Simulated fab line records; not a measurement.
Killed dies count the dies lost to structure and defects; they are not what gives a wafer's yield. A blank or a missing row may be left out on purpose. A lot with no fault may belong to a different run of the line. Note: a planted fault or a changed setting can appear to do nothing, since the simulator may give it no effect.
Matching of chambers -- flow n5 finfet -- N5_BEOL_M6_ETCH_62 on rie diel-01 has 4 sister chambers
The step etches SOC in N2/H2, target depth 110 nm, overetch 22 nm, time 165 s. 8 wafers are shown with their chamber, then 8 later ones without.

WAFERS, EACH WITH ITS CHAMBER
wafer,chamber,showerhead plenum p Torr (Torr),drypump motor current A (A)
L081.2,3,2.51,6.2
L081.6,2,2.45,5.6
L083.5,1,2.49,5.3
L083.6,0,2.67,5.2
L086.3,2,2.45,5.6
L086.4,0,2.67,5.2
L086.6,1,2.49,5.4
L089.1,3,2.50,6.1

WAFERS WITH NO CHAMBER GIVEN
wafer,showerhead plenum p Torr (Torr),drypump motor current A (A)
L089.3,2.45,5.6
L089.6,2.66,5.2
L093.2,2.50,6.1
L093.5,2.50,6.2
L093.6,2.66,5.2
L095.1,2.66,5.2
L095.2,2.44,5.6
L095.3,2.50,6.1

EACH ONE'S CHAMBER
wafer,from the rows above,in truth
L089.3,2,2
L089.6,0,0
L093.2,3,3
L093.5,3,3
L093.6,0,0
L095.1,0,0
L095.2,2,2
L095.3,3,3
Correctly placed: 8 of 8. Not placeable from these rows: 0. Number placed wrongly: 0.
How it was worked out, from the rows above alone: a wafer's distance from a chamber is the root of the sum, over the readings, of the square of ((its reading less the chamber's mean) divided by the reading's scatter). If the next closest chamber is less than 2 further off than the closest, the wafer can't be placed; otherwise it belongs to the closest. Each chamber's mean is taken over the wafers shown for it. The scatter is the square root of a quotient: the sum, over the shown wafers, of each reading's squared deviation from its chamber's mean, divided by wafers minus chambers.
